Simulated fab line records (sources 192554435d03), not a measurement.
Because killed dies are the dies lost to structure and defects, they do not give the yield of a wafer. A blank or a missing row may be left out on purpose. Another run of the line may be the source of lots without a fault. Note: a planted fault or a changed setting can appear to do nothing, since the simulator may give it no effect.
fab line records	flow n5-finfet
[record] lots = 24	wafers = 72	last-day = 20
route steps=1938 shown BEOL_M3@954
lots that met no fault: from a run of the same line without faults
start-h: hours from the record's opening day to when the first of the lot's shown wafers began	wait-h: hours from the lot's prior step to this one	" the same as in the row above	L1.1+2: a single row standing in for several wafers	- no value, or no start given	* or withheld: withheld	< > ~ a bound
route shown NAME@n: names a module that has steps shown in the file, with the first one's number in the route	usual: average and standard deviation across the fault-free wafers	same: alike in all rows	chamber/n: place in a boat	sites: readings site by site	_std_site: how widely they spread, as a standard deviation	_edge_site: inner sites' mean taken away from outer sites' mean	radius-mm: how far each site lies from the wafer's centre	mask NAME#n: copy n	behind: the tool/chamber that last shaped the wafer	hold: why the lot was held/for how many hours/how that ended	device: the n, p or np transistor that did not switch	end of line: tests of these same wafers at the route's end	a step given without rows: its recipe and nothing more	killed: the dies lost at the first sort to structure and to defects; this is not the yield of the wafer	map: per-die view of a wafer (x killed, . not killed, _ where there is no die)
set.NAME: the run value of the setting; set.NAME@STEP: its run value at that earlier step	model.NAME: the simulator's own value behind a step, which no gauge read
steps of the route over a sample of lots; a table a step, a row a wafer
services: when a tool's chamber went out of use (start-h, in hours from the record's first day, below 0 if earlier), for how many hours, and the reason
[[steps]]
[step N5_BEOL_M3_HM_OPEN_17]
[recipe] chemistry = Cl2/BCl3	target-depth-a = 200	overetch-a = 60	target = TiN	mask-material = SOC	ion-energy-ev = 150	pressure-mtorr = 10	icp-w = 1000	bias-w = 126	Cl2_flow_sccm = 53.25	bcl3-flow-sccm = 21.75	Ar_flow_sccm = 25
[usual] drypump-motor-current-A = 6.1/0.39	oes-product-au = 0.72/0.051	throttle-valve-pct = 22.08/0.071
lot.wafer	tool	chamber	start-h	wait-h	drypump-motor-current-A	oes-product-au	rf-hours-counter-h	throttle-valve-pct
L074.3	rie-metal-01	0	176.33	0.1	6.1	0.69	-	21.99
L074.4	"	1	"	"	6.5	0.68	-	22.15
L074.5	"	1	"	"	6.5	0.68	-	22.19
L075.2	rie-metal-02	1	205.69	0.0	5.6	0.79	5	22.08
L075.4	"	0	"	"	6.4	0.80	-	21.98
L075.6	"	0	"	"	6.4	0.81	-	21.98
L076.1	rie-metal-03	0	206.14	0.0	5.7	0.70	28	22.05
L076.4	"	1	"	"	6.5	0.81	-	22.13
L076.6	"	1	"	"	6.5	0.82	-	22.11
L077.1	rie-metal-02	1	210.81	0.0	5.5	0.77	5	22.08
L077.2	"	0	"	"	6.4	0.79	2	21.98
L077.5	"	0	"	"	6.4	0.80	-	21.99
L078.1	rie-metal-01	1	212.50	0.0	6.6	0.67	46	22.18
L078.3	"	1	"	"	6.5	0.67	-	22.16
L078.4	"	0	"	"	6.1	0.69	-	22.00
L081.1	rie-metal-02	1	226.32	0.0	5.5	0.76	7	22.07
L081.3	"	0	"	"	6.5	0.78	-	21.99
L081.4	"	1	"	"	5.5	0.77	-	22.10
L080.1	rie-metal-03	1	228.42	0.0	6.5	0.79	5	22.13
L080.2	"	0	"	"	5.7	0.69	31	22.06
L080.5	"	0	"	"	5.7	0.69	-	22.05
L082.3	rie-metal-01	1	230.73	0.1	6.6	0.66	-	22.18
L082.5	"	0	"	"	6.1	0.68	-	22.01
L082.6	"	1	"	"	6.5	0.67	-	22.16
L083.1	rie-metal-02	0	234.07	0.0	6.4	0.77	6	21.97
L083.5	"	1	"	"	5.5	0.76	-	22.08
L083.6	"	0	"	"	6.4	0.77	-	21.99
L084.3	rie-metal-02	1	235.91	0.1	5.5	0.76	-	22.09
L084.5	"	0	"	"	6.4	0.76	-	21.97
L084.6	"	1	"	"	5.5	0.75	-	22.10
L085.3	rie-metal-03	0	242.55	0.1	5.7	0.68	-	22.07
L085.4	"	1	"	"	6.5	0.76	-	22.15
L085.6	"	1	"	"	6.6	0.77	-	22.15
L086.2	rie-metal-03	0	252.51	0.0	5.7	0.68	33	22.06
L086.3	"	0	"	"	5.7	0.69	-	22.06
L086.6	"	0	"	"	5.7	0.67	-	22.06
L087.3	rie-metal-02	0	255.54	0.1	6.4	0.75	-	22.00
L087.4	"	1	"	"	5.5	0.74	-	22.12
L087.6	"	1	"	"	5.5	0.74	-	22.11
L092.2	rie-metal-02	1	256.63	0.0	5.5	0.76	11	22.10
L092.3	"	0	"	"	6.4	0.75	-	22.01
L092.4	"	1	"	"	5.6	0.74	-	22.12
L088.3	rie-metal-03	1	265.82	0.1	6.6	0.78	-	22.13
L088.5	"	1	"	"	6.5	0.77	-	22.14
L088.6	"	0	"	"	5.7	0.69	-	22.05
L089.2	rie-metal-01	1	268.95	0.0	6.5	0.66	51	22.20
L089.4	"	0	"	"	6.1	0.67	-	22.00
L089.5	"	0	"	"	6.1	0.67	-	22.02
L090.2	rie-metal-01	0	275.65	0.0	6.1	0.67	38	22.01
L090.4	"	0	"	"	6.1	0.67	-	22.03
L090.5	"	1	"	"	6.6	0.66	-	22.20
L091.1	rie-metal-01	0	280.94	0.0	6.1	0.67	39	22.01
L091.3	"	0	"	"	6.1	0.67	-	22.01
L091.4	"	1	"	"	6.5	0.65	-	22.21
L093.3	rie-metal-01	0	292.86	0.1	6.1	0.67	-	22.01
L093.5	"	1	"	"	6.5	0.66	-	22.18
L093.6	"	0	"	"	6.1	0.67	-	22.02
L095.1	rie-metal-02	1	297.60	0.0	5.5	0.73	16	22.11
L095.4	"	0	"	"	6.4	0.75	-	22.01
L095.6	"	0	"	"	6.4	0.74	-	21.99
L079.1	rie-metal-01	0	302.89	0.0	6.1	0.66	41	22.04
L079.2	"	1	"	"	6.6	0.66	53	22.19
L079.6	"	0	"	"	6.1	0.66	-	22.04
L097.1	rie-metal-01	0	307.11	0.0	6.1	0.66	41	22.03
L097.2	"	1	"	"	6.5	0.65	53	22.19
L097.6	"	1	"	"	6.5	0.65	-	22.19
L096.1	rie-metal-02	0	310.86	0.0	6.4	0.73	14	22.02
L096.3	"	0	"	"	6.3	0.73	-	22.02
L096.6	"	0	"	"	6.4	0.73	-	22.00
L094.1	rie-metal-01	0	313.06	0.0	6.1	0.65	42	22.04
L094.2	"	1	"	"	6.5	0.65	54	22.21
L094.6	"	0	"	"	6.1	0.66	-	22.04
[step N5_BEOL_M3_DESCUM_33]
[recipe] chemistry = O2	time-s = 7	source-power-w = 50	bias-power-w = 20	pressure-mtorr = 20	rf-frequency-hz = 2.712e+07	temp-c = 40	resist = CAR-EUV	o2-flow-sccm = 225
[usual] drypump-motor-current-A = 5.8/0.55	oes-product-au = 0.79/0.083	rf-vpp-V = 243.3/1.3	showerhead-plenum-p-Torr = 2.10/0.067	throttle-valve-pct = 20.53/0.23
lot.wafer	tool	chamber	start-h	wait-h	drypump-motor-current-A	oes-product-au	rf-hours-counter-h	rf-vpp-V	showerhead-plenum-p-Torr	throttle-valve-pct
L074.3	rie-diel-03	0	176.94	0.0	5.5	0.73	187	241.8	2.09	20.70
L074.4	"	2	"	"	5.0	0.77	-	245.0	2.18	20.42
L074.5	"	3	"	"	5.4	0.92	-	242.0	2.14	20.47
L075.2	rie-diel-03	0	206.83	0.5	5.6	0.72	199	243.9	2.08	20.72
L075.4	"	3	"	"	5.4	0.89	45	243.8	2.13	20.49
L075.6	"	1	"	"	6.1	0.74	-	241.4	2.01	20.08
L076.1	rie-diel-03	0	207.33	0.3	5.5	0.72	199	241.6	2.08	20.70
L076.4	"	2	"	"	5.0	0.76	153	245.6	2.17	20.45
L076.6	"	0	"	"	5.5	0.72	-	243.9	2.08	20.72
L077.1	rie-diel-03	1	211.56	0.0	6.1	0.73	160	242.1	2.01	20.08
L077.2	"	0	"	"	5.5	0.72	201	243.8	2.08	20.74
L077.5	"	1	"	"	6.1	0.73	-	242.0	2.00	20.09
L078.1	rie-diel-01	2	213.27	0.1	6.4	0.88	28	243.9	2.21	20.56
L078.3	"	3	"	"	6.0	0.94	15	243.2	2.05	20.52
L078.4	"	1	"	"	6.3	0.75	150	243.1	2.11	20.51
L081.1	rie-diel-06	0	226.94	0.0	6.4	0.69	231	242.7	2.16	20.82
L081.3	"	2	"	"	6.4	0.76	158	241.6	2.00	20.49
L081.4	"	3	"	"	5.2	0.81	-	242.7	2.13	20.77
L080.1	rie-diel-01	2	229.22	0.0	6.4	0.89	34	244.8	2.21	20.55
L080.2	"	3	"	"	6.0	0.93	20	243.1	2.05	20.52
L080.5	"	3	"	"	6.0	0.93	-	243.5	2.05	20.52
L082.3	rie-diel-06	0	231.47	0.0	6.4	0.70	234	243.0	2.16	20.83
L082.5	"	0	"	"	6.4	0.69	-	243.2	2.16	20.82
L082.6	"	3	"	"	5.2	0.81	-	244.2	2.13	20.78
L083.1	rie-diel-06	2	235.05	0.3	6.4	0.76	162	243.2	2.00	20.48
L083.5	"	0	"	"	6.4	0.69	-	244.0	2.16	20.82
L083.6	"	2	"	"	6.4	0.76	-	242.5	2.00	20.49
L084.3	rie-diel-03	3	236.63	0.0	5.4	0.87	55	244.1	2.13	20.51
L084.5	"	0	"	"	5.5	0.71	-	243.3	2.08	20.72
L084.6	"	1	"	"	6.1	0.73	-	242.5	2.00	20.08
L085.3	rie-diel-03	0	243.49	0.0	5.5	0.71	212	243.5	2.08	20.73
L085.4	"	2	"	"	5.0	0.74	165	245.8	2.17	20.45
L085.6	"	0	"	"	5.5	0.71	-	241.9	2.08	20.74
L086.2	rie-diel-06	3	253.13	0.0	5.2	0.80	75	243.0	2.13	20.78
L086.3	"	1	"	"	5.2	0.98	2	243.0	2.15	20.25
L086.6	"	2	"	"	6.4	0.75	-	243.1	2.00	20.52
L087.3	rie-diel-06	0	256.35	0.0	6.5	0.69	243	243.1	2.15	20.82
L087.4	"	2	"	"	6.4	0.76	170	241.3	2.00	20.51
L087.6	"	2	"	"	6.4	0.75	-	240.5	2.00	20.52
L092.2	rie-diel-06	0	257.25	0.0	6.4	0.68	243	243.5	2.16	20.83
L092.3	"	1	"	"	5.2	0.97	3	244.5	2.15	20.25
L092.4	"	2	"	"	6.4	0.75	170	243.3	2.00	20.51
L088.3	rie-diel-03	1	266.53	0.0	6.1	0.72	176	242.5	2.00	20.12
L088.5	"	1	"	"	6.1	0.72	-	242.4	2.00	20.09
L088.6	"	2	"	"	5.0	0.75	-	243.7	2.17	20.47
L089.2	rie-diel-03	2	269.70	0.0	5.0	0.74	172	243.8	2.17	20.48
L089.4	"	3	"	"	5.3	0.86	66	243.6	2.12	20.53
L089.5	"	1	"	"	6.1	0.72	-	239.9	2.00	20.11
L090.2	rie-diel-06	2	276.39	0.0	6.4	0.75	175	241.4	2.00	20.51
L090.4	"	3	"	"	5.2	0.79	82	243.4	2.12	20.79
L090.5	"	0	"	"	6.4	0.68	-	244.5	2.15	20.84
L091.1	rie-diel-03	0	281.57	0.0	5.5	0.70	225	242.6	2.07	20.76
L091.3	"	2	"	"	5.0	0.74	176	245.5	2.17	20.48
L091.4	"	3	"	"	5.3	0.85	70	243.4	2.12	20.53
L093.3	rie-diel-01	3	293.75	0.2	6.0	0.89	40	243.3	2.04	20.54
L093.5	"	0	"	"	6.6	0.77	-	241.5	2.02	20.87
L093.6	"	1	"	"	6.3	0.74	-	244.1	2.10	20.56
L095.1	rie-diel-01	0	298.39	0.0	6.6	0.76	128	242.0	2.02	20.87
L095.4	"	2	"	"	6.4	0.84	52	244.9	2.20	20.58
L095.6	"	3	"	"	6.0	0.88	-	244.3	2.04	20.54
L079.1	rie-diel-01	3	303.51	0.0	6.0	0.88	44	241.5	2.04	20.55
L079.2	"	0	"	"	6.6	0.77	130	242.2	2.02	20.87
L079.6	"	2	"	"	6.4	0.84	-	244.2	2.20	20.60
L097.1	rie-diel-06	2	307.86	0.0	6.4	0.74	186	242.0	1.99	20.54
L097.2	"	3	"	"	5.2	0.78	91	243.2	2.12	20.81
L097.6	"	0	"	"	6.4	0.96	-	245.0	2.15	20.51
L096.1	rie-diel-03	1	311.61	0.0	6.1	0.71	184	241.5	2.00	20.11
L096.3	"	3	"	"	5.3	0.84	74	245.3	2.12	20.53
L096.6	"	0	"	"	5.6	0.69	-	243.5	2.07	20.75
L094.1	rie-diel-06	0	313.81	0.0	6.5	0.94	3	244.9	2.15	20.53
L094.2	"	1	"	"	5.2	0.92	20	243.6	2.14	20.28
L094.6	"	1	"	"	5.2	0.93	-	244.1	2.14	20.27
[step N5_BEOL_M3_ETCH_69]
[recipe] chemistry = CF4	target = SiARC	target-depth-a = 156	mask-material = CAR-EUV	time-s = 26	ion-energy-ev = 80	pressure-mtorr = 40	source-w = 545	bias-w = 36	Ar_flow_sccm = 100	cf4-flow-sccm = 100	ends = cleared
[usual] drypump-motor-current-A = 5.8/0.55	etch-rf-on-time-s = 25.9/0.41	oes-product-au = 0.67/0.07	rf-vpp-V = 184.0/1.2	showerhead-plenum-p-Torr = 2.14/0.067	throttle-valve-pct = 15.69/0.22
lot.wafer	tool	chamber	start-h	wait-h	drypump-motor-current-A	etch-rf-on-time-s	oes-product-au	rf-hours-counter-h	rf-vpp-V	showerhead-plenum-p-Torr	throttle-valve-pct
L074.3	rie-diel-03	0	176.99	0.0	5.5	26.3	0.62	187	182.4	2.13	15.87
L074.4	"	2	"	"	5.0	26.5	0.65	-	184.8	2.23	15.68
L074.5	"	3	"	"	5.4	26.1	0.76	-	184.8	2.18	15.55
L075.2	rie-diel-03	0	206.88	0.0	5.5	26.2	0.61	199	183.2	2.13	15.90
L075.4	"	3	"	"	5.4	25.8	0.76	45	185.0	2.17	15.58
L075.6	"	1	"	"	6.1	25.6	0.64	-	184.5	2.05	15.28
L076.1	rie-diel-03	0	207.38	0.0	5.5	26.2	0.61	199	182.6	2.13	15.90
L076.4	"	2	"	"	5.0	26.3	0.65	153	185.0	2.23	15.69
L076.6	"	0	"	"	5.5	26.2	0.62	-	183.3	2.13	15.91
L077.1	rie-diel-03	1	211.61	0.0	6.1	25.6	0.63	160	183.4	2.05	15.28
L077.2	"	0	"	"	5.6	26.1	0.61	201	183.7	2.13	15.90
L077.5	"	1	"	"	6.1	25.4	0.63	-	182.5	2.05	15.28
L078.1	rie-diel-01	2	213.33	0.0	6.4	24.9	0.77	28	183.8	2.27	15.76
L078.3	"	3	"	"	6.0	25.4	0.81	15	183.9	2.10	15.59
L078.4	"	1	"	"	6.3	25.9	0.65	150	184.0	2.14	15.62
L081.1	rie-diel-06	0	226.99	0.0	6.4	25.9	0.60	231	184.9	2.20	16.00
L081.3	"	2	"	"	6.4	25.9	0.66	158	182.4	2.06	15.70
L081.4	"	3	"	"	5.2	26.3	0.69	-	185.7	2.16	15.77
L080.1	rie-diel-01	2	229.27	0.0	6.4	25.2	0.76	34	186.7	2.27	15.75
L080.2	"	3	"	"	6.0	25.4	0.79	20	182.6	2.10	15.60
L080.5	"	3	"	"	6.0	25.2	0.80	-	183.7	2.10	15.60
L082.3	rie-diel-06	0	231.52	0.0	6.4	25.8	0.60	234	185.8	2.20	16.02
L082.5	"	0	"	"	6.4	25.9	0.60	-	184.8	2.20	16.01
L082.6	"	3	"	"	5.2	25.7	0.70	-	185.8	2.16	15.77
L083.1	rie-diel-06	2	235.10	0.0	6.4	26.0	0.65	162	186.0	2.06	15.71
L083.5	"	0	"	"	6.4	25.8	0.59	-	186.7	2.20	16.02
L083.6	"	2	"	"	6.4	25.9	0.65	-	182.8	2.06	15.70
L084.3	rie-diel-03	3	236.68	0.0	5.3	26.0	0.74	55	183.9	2.17	15.62
L084.5	"	0	"	"	5.5	26.1	0.61	-	183.2	2.12	15.91
L084.6	"	1	"	"	6.1	25.5	0.63	-	181.4	2.05	15.28
L085.3	rie-diel-03	0	243.54	0.0	5.6	25.7	0.60	212	183.4	2.12	15.93
L085.4	"	2	"	"	5.0	26.2	0.64	165	184.0	2.22	15.71
L085.6	"	0	"	"	5.6	26.1	0.60	-	183.6	2.12	15.93
L086.2	rie-diel-06	3	253.18	0.0	5.2	25.9	0.69	75	184.8	2.16	15.80
L086.3	"	1	"	"	5.2	25.4	0.84	2	184.9	2.18	15.35
L086.6	"	2	"	"	6.4	25.8	0.65	-	183.4	2.06	15.73
L087.3	rie-diel-06	0	256.40	0.0	6.4	26.3	0.58	243	185.7	2.20	16.03
L087.4	"	2	"	"	6.4	26.1	0.65	170	181.5	2.06	15.74
L087.6	"	2	"	"	6.4	26.0	0.65	-	182.6	2.06	15.74
L092.2	rie-diel-06	0	257.31	0.0	6.4	26.0	0.59	243	184.1	2.20	16.02
L092.3	"	1	"	"	5.2	25.5	0.83	3	184.7	2.18	15.33
L092.4	"	2	"	"	6.4	25.8	0.65	170	182.1	2.06	15.73
L088.3	rie-diel-03	1	266.59	0.0	6.2	25.7	0.62	176	182.5	2.05	15.32
L088.5	"	1	"	"	6.2	25.5	0.63	-	182.4	2.05	15.30
L088.6	"	2	"	"	5.0	26.4	0.63	-	183.7	2.22	15.73
L089.2	rie-diel-03	2	269.75	0.0	5.0	26.4	0.63	172	185.2	2.22	15.75
L089.4	"	3	"	"	5.4	26.0	0.72	66	184.2	2.16	15.65
L089.5	"	1	"	"	6.1	25.6	0.62	-	183.5	2.05	15.32
L090.2	rie-diel-06	2	276.44	0.0	6.4	25.5	0.65	175	183.4	2.06	15.74
L090.4	"	3	"	"	5.2	25.6	0.67	82	185.8	2.16	15.83
L090.5	"	0	"	"	6.4	25.5	0.60	-	184.4	2.20	16.04
L091.1	rie-diel-03	0	281.62	0.0	5.5	26.4	0.60	225	183.9	2.12	15.96
L091.3	"	2	"	"	5.0	26.5	0.63	176	186.2	2.22	15.75
L091.4	"	3	"	"	5.4	25.9	0.72	70	184.1	2.16	15.63
L093.3	rie-diel-01	3	293.80	0.0	6.0	25.3	0.76	40	183.4	2.09	15.64
L093.5	"	0	"	"	6.7	26.5	0.65	-	183.4	2.07	15.98
L093.6	"	1	"	"	6.2	26.2	0.62	-	182.9	2.13	15.68
L095.1	rie-diel-01	0	298.44	0.0	6.6	26.1	0.66	128	183.9	2.07	15.97
L095.4	"	2	"	"	6.4	25.0	0.74	52	184.7	2.26	15.80
L095.6	"	3	"	"	6.0	25.2	0.76	-	183.3	2.09	15.63
L079.1	rie-diel-01	3	303.56	0.0	6.0	25.4	0.77	44	182.1	2.09	15.65
L079.2	"	0	"	"	6.6	26.3	0.65	130	183.0	2.07	15.96
L079.6	"	2	"	"	6.4	25.4	0.73	-	184.7	2.26	15.81
L097.1	rie-diel-06	2	307.91	0.0	6.4	26.1	0.64	186	183.2	2.05	15.75
L097.2	"	3	"	"	5.2	26.1	0.67	91	184.1	2.16	15.84
L097.6	"	0	"	"	6.4	25.4	0.83	-	183.9	2.20	15.57
L096.1	rie-diel-03	1	311.66	0.0	6.1	25.8	0.62	184	183.2	2.04	15.33
L096.3	"	3	"	"	5.4	26.5	0.71	74	184.8	2.16	15.65
L096.6	"	0	"	"	5.5	26.3	0.59	-	183.6	2.12	15.97
L094.1	rie-diel-06	0	313.86	0.0	6.4	25.6	0.82	3	184.6	2.20	15.56
L094.2	"	1	"	"	5.2	25.9	0.77	20	184.6	2.18	15.36
L094.6	"	1	"	"	5.2	25.7	0.77	-	185.9	2.18	15.37
[step N5_BEOL_M3_DEGAS_44]
[recipe] ambient = vacuum	temp-c = 250	time-s = 60
[usual] heater-power-w = 335/30
lot.wafer	tool	chamber	start-h	wait-h	heater-power-w
L074.3	pvd-sputter-01	-	178.97	0.3	338
L074.4	"	-	"	"	367
L074.5	"	-	"	"	347
L075.2	pvd-sputter-03	-	213.51	0.0	296
L075.4	"	-	"	"	293
L075.6	"	-	"	"	293
L076.1	pvd-sputter-03	-	213.63	0.0	357
L076.4	"	-	"	"	287
L076.6	"	-	"	"	357
L077.1	pvd-sputter-02	-	214.12	0.1	343
L077.2	"	-	"	"	337
L077.5	"	-	"	"	309
L078.1	pvd-sputter-01	-	217.06	0.3	333
L078.3	"	-	"	"	375
L078.4	"	-	"	"	368
L080.1	pvd-sputter-03	-	230.61	0.1	304
L080.2	"	-	"	"	352
L080.5	"	-	"	"	353
L081.1	pvd-sputter-03	-	230.69	0.1	301
L081.3	"	-	"	"	352
L081.4	"	-	"	"	367
L082.3	pvd-sputter-02	-	235.19	0.0	345
L082.5	"	-	"	"	299
L082.6	"	-	"	"	340
L083.1	pvd-sputter-01	-	238.10	0.2	366
L083.5	"	-	"	"	379
L083.6	"	-	"	"	372
L084.3	pvd-sputter-01	-	243.55	0.0	379
L084.5	"	-	"	"	330
L084.6	"	-	"	"	292
L085.3	pvd-sputter-01	-	246.34	0.2	377
L085.4	"	-	"	"	286
L085.6	"	-	"	"	293
L086.2	pvd-sputter-01	-	254.98	0.3	383
L086.3	"	-	"	"	285
L086.6	"	-	"	"	329
L092.2	pvd-sputter-01	-	260.39	0.6	330
L092.3	"	-	"	"	287
L092.4	"	-	"	"	375
L088.3	pvd-sputter-01	-	279.25	0.7	299
L088.5	"	-	"	"	370
L088.6	"	-	"	"	375
L087.3	pvd-sputter-03	-	288.07	0.7	364
L087.4	"	-	"	"	363
L087.6	"	-	"	"	298
L090.2	pvd-sputter-03	-	292.49	0.1	296
L090.4	"	-	"	"	364
L090.5	"	-	"	"	355
L089.2	pvd-sputter-02	-	292.66	0.2	332
L089.4	"	-	"	"	336
L089.5	"	-	"	"	357
L091.1	pvd-sputter-02	-	296.85	0.1	299
L091.3	"	-	"	"	337
L091.4	"	-	"	"	345
L093.3	pvd-sputter-01	-	313.94	0.1	286
L093.5	"	-	"	"	330
L093.6	"	-	"	"	296
L079.1	pvd-sputter-03	-	314.07	0.2	301
L079.2	"	-	"	"	353
L079.6	"	-	"	"	359
L097.1	pvd-sputter-01	-	317.83	1.0	298
L097.2	"	-	"	"	363
L097.6	"	-	"	"	322
L095.1	pvd-sputter-02	-	332.29	0.9	348
L095.4	"	-	"	"	331
L095.6	"	-	"	"	310
L096.1	pvd-sputter-02	-	336.33	0.5	342
L096.3	"	-	"	"	308
L096.6	"	-	"	"	341
L094.1	pvd-sputter-02	-	340.82	0.5	340
L094.2	"	-	"	"	327
L094.6	"	-	"	"	345
[step N5_BEOL_M3_ANNEAL_49]
[recipe] temp-c = 400	time-s = 240	ambient = vacuum
[usual] heater-power-w = 831/69	susceptor_temp_C_max = 401.0/0.43
lot.wafer	tool	chamber	start-h	wait-h	heater-power-w	susceptor_temp_C_max
L074.3	pvd-sputter-01	-	179.70	0.0	932	401.2
L074.4	"	-	"	"	935	401.3
L074.5	"	-	"	"	842	400.8
L075.2	pvd-sputter-02	-	214.28	0.0	756	400.6
L075.4	"	-	"	"	830	401.3
L075.6	"	-	"	"	758	400.5
L076.1	pvd-sputter-03	-	214.61	0.0	747	401.7
L076.4	"	-	"	"	866	400.4
L076.6	"	-	"	"	735	401.9
L077.1	pvd-sputter-01	-	214.98	0.0	919	401.5
L077.2	"	-	"	"	738	401.4
L077.5	"	-	"	"	833	401.0
L078.1	pvd-sputter-01	-	218.06	0.0	905	401.1
L078.3	"	-	"	"	729	401.3
L078.4	"	-	"	"	831	400.2
L080.1	pvd-sputter-02	-	231.32	0.0	770	400.8
L080.2	"	-	"	"	854	400.7
L080.5	"	-	"	"	892	400.8
L081.1	pvd-sputter-01	-	231.44	0.0	916	401.1
L081.3	"	-	"	"	916	400.9
L081.4	"	-	"	"	807	400.7
L082.3	pvd-sputter-03	-	235.93	0.0	742	401.1
L082.5	"	-	"	"	903	400.9
L082.6	"	-	"	"	756	402.1
L083.1	pvd-sputter-03	-	238.82	0.0	753	401.2
L083.5	"	-	"	"	741	401.8
L083.6	"	-	"	"	875	400.6
L084.3	pvd-sputter-01	-	244.20	0.0	818	401.3
L084.5	"	-	"	"	828	401.0
L084.6	"	-	"	"	743	402.1
L085.3	pvd-sputter-02	-	247.06	0.0	864	400.7
L085.4	"	-	"	"	836	400.7
L085.6	"	-	"	"	857	400.9
L086.2	pvd-sputter-02	-	255.65	0.0	852	400.8
L086.3	"	-	"	"	840	401.1
L086.6	"	-	"	"	870	400.5
L092.2	pvd-sputter-01	-	261.19	0.0	822	400.9
L092.3	"	-	"	"	915	401.0
L092.4	"	-	"	"	732	401.3
L088.3	pvd-sputter-02	-	279.98	0.0	758	401.1
L088.5	"	-	"	"	816	401.2
L088.6	"	-	"	"	753	401.2
L087.3	pvd-sputter-02	-	290.09	0.0	849	400.6
L087.4	"	-	"	"	834	400.9
L087.6	"	-	"	"	829	400.9
L090.2	pvd-sputter-03	-	294.79	0.0	895	400.6
L090.4	"	-	"	"	732	401.7
L090.5	"	-	"	"	756	401.9
L089.2	pvd-sputter-02	-	294.93	0.0	850	400.9
L089.4	"	-	"	"	825	400.9
L089.5	"	-	"	"	834	401.3
L091.1	pvd-sputter-03	-	297.69	0.0	747	402.0
L091.3	"	-	"	"	898	401.4
L091.4	"	-	"	"	880	400.1
L093.3	pvd-sputter-02	-	314.66	0.0	856	400.5
L093.5	"	-	"	"	861	400.5
L093.6	"	-	"	"	770	400.7
L079.1	pvd-sputter-03	-	316.16	0.0	751	401.8
L079.2	"	-	"	"	755	400.3
L079.6	"	-	"	"	720	401.8
L097.1	pvd-sputter-03	-	318.58	0.0	747	400.6
L097.2	"	-	"	"	730	401.6
L097.6	"	-	"	"	865	400.4
L095.1	pvd-sputter-02	-	333.39	0.0	832	400.8
L095.4	"	-	"	"	772	400.6
L095.6	"	-	"	"	742	400.4
L096.1	pvd-sputter-01	-	338.97	0.0	737	401.2
L096.3	"	-	"	"	928	401.5
L096.6	"	-	"	"	906	401.2
L094.1	pvd-sputter-01	-	341.59	0.0	827	400.6
L094.2	"	-	"	"	906	401.1
L094.6	"	-	"	"	929	401.3
[step N5_BEOL_M3_ANNEAL_82]
[recipe] temp-c = 400	time-s = 240	ambient = vacuum
[usual] heater-power-w = 829/70	susceptor_temp_C_max = 401.1/0.42
lot.wafer	tool	chamber	start-h	wait-h	heater-power-w	susceptor_temp_C_max
L074.3	pvd-sputter-01	-	180.14	0.0	933	400.5
L074.4	"	-	"	"	932	401.3
L074.5	"	-	"	"	812	401.3
L075.2	pvd-sputter-02	-	214.72	0.0	749	400.6
L075.4	"	-	"	"	846	401.3
L075.6	"	-	"	"	757	400.9
L076.1	pvd-sputter-03	-	215.05	0.0	749	402.1
L076.4	"	-	"	"	871	400.6
L076.6	"	-	"	"	749	401.9
L077.1	pvd-sputter-01	-	215.42	0.0	927	401.4
L077.2	"	-	"	"	722	401.7
L077.5	"	-	"	"	816	400.5
L078.1	pvd-sputter-01	-	218.50	0.0	945	401.4
L078.3	"	-	"	"	717	401.4
L078.4	"	-	"	"	828	401.0
L080.1	pvd-sputter-02	-	231.76	0.0	752	401.4
L080.2	"	-	"	"	869	400.7
L080.5	"	-	"	"	886	401.0
L081.1	pvd-sputter-01	-	231.88	0.0	916	400.8
L081.3	"	-	"	"	943	401.1
L081.4	"	-	"	"	823	400.5
L082.3	pvd-sputter-03	-	236.37	0.0	740	400.8
L082.5	"	-	"	"	913	400.6
L082.6	"	-	"	"	740	401.8
L083.1	pvd-sputter-03	-	239.26	0.0	753	400.9
L083.5	"	-	"	"	764	401.3
L083.6	"	-	"	"	866	400.8
L084.3	pvd-sputter-01	-	244.64	0.0	819	401.5
L084.5	"	-	"	"	827	401.3
L084.6	"	-	"	"	720	402.4
L085.3	pvd-sputter-02	-	247.50	0.0	861	400.8
L085.4	"	-	"	"	830	401.3
L085.6	"	-	"	"	857	400.8
L086.2	pvd-sputter-02	-	256.09	0.0	858	400.7
L086.3	"	-	"	"	840	401.4
L086.6	"	-	"	"	847	401.0
L092.2	pvd-sputter-01	-	261.63	0.0	813	400.6
L092.3	"	-	"	"	932	401.3
L092.4	"	-	"	"	725	401.3
L088.3	pvd-sputter-02	-	280.42	0.0	769	400.8
L088.5	"	-	"	"	833	401.5
L088.6	"	-	"	"	723	400.8
L087.3	pvd-sputter-02	-	290.53	0.0	834	400.8
L087.4	"	-	"	"	852	401.0
L087.6	"	-	"	"	853	401.2
L090.2	pvd-sputter-03	-	295.23	0.0	888	400.7
L090.4	"	-	"	"	733	401.8
L090.5	"	-	"	"	741	401.6
L089.2	pvd-sputter-02	-	295.37	0.0	807	400.5
L089.4	"	-	"	"	845	400.9
L089.5	"	-	"	"	852	400.9
L091.1	pvd-sputter-03	-	298.13	0.0	735	402.4
L091.3	"	-	"	"	909	400.9
L091.4	"	-	"	"	911	400.8
L093.3	pvd-sputter-02	-	315.10	0.0	863	401.0
L093.5	"	-	"	"	836	400.7
L093.6	"	-	"	"	755	400.6
L079.1	pvd-sputter-03	-	316.60	0.0	738	401.8
L079.2	"	-	"	"	731	401.2
L079.6	"	-	"	"	742	401.3
L097.1	pvd-sputter-03	-	319.02	0.0	734	400.9
L097.2	"	-	"	"	748	401.8
L097.6	"	-	"	"	883	400.3
L095.1	pvd-sputter-02	-	333.83	0.0	842	401.4
L095.4	"	-	"	"	771	400.6
L095.6	"	-	"	"	773	400.7
L096.1	pvd-sputter-01	-	339.41	0.0	726	401.4
L096.3	"	-	"	"	925	401.0
L096.6	"	-	"	"	929	401.0
L094.1	pvd-sputter-01	-	342.03	0.0	807	401.1
L094.2	"	-	"	"	914	400.8
L094.6	"	-	"	"	917	400.6
[[services]]
tool	chamber	start-h	hours	kind
rie-diel-01	3	154.08	-	clean
rie-diel-01	3	154.08	-	consumable-replace:focus-ring
rie-diel-01	3	154.08	18.9	scheduled-down
rie-diel-01	3	154.08	18.9	vent-cycle
rie-metal-02	0	163.25	-	clean
rie-metal-02	0	163.25	20.9	scheduled-down
rie-metal-02	0	163.25	20.9	vent-cycle
rie-diel-03	1	174.81	17.2	repair
rie-diel-06	0	198.08	6.2	repair
rie-diel-06	1	221.29	-	clean
rie-diel-06	1	221.29	-	consumable-replace:esc
rie-diel-06	1	221.29	-	consumable-replace:focus-ring
rie-diel-06	1	221.29	25.2	scheduled-down
rie-diel-06	1	221.29	25.2	vent-cycle
rie-diel-01	2	247.05	9.9	repair
rie-metal-01	-	279.51	0.5	repair
rie-diel-06	3	281.08	5.0	repair
rie-diel-06	1	284.55	4.9	repair
rie-diel-06	0	289.47	-	clean
rie-diel-06	0	289.47	-	consumable-replace:focus-ring
rie-diel-06	0	289.47	12.7	scheduled-down
rie-diel-06	0	289.47	12.7	vent-cycle
rie-diel-03	-	293.56	16.0	repair
rie-metal-01	1	294.19	6.5	repair
[[key]]
fault none
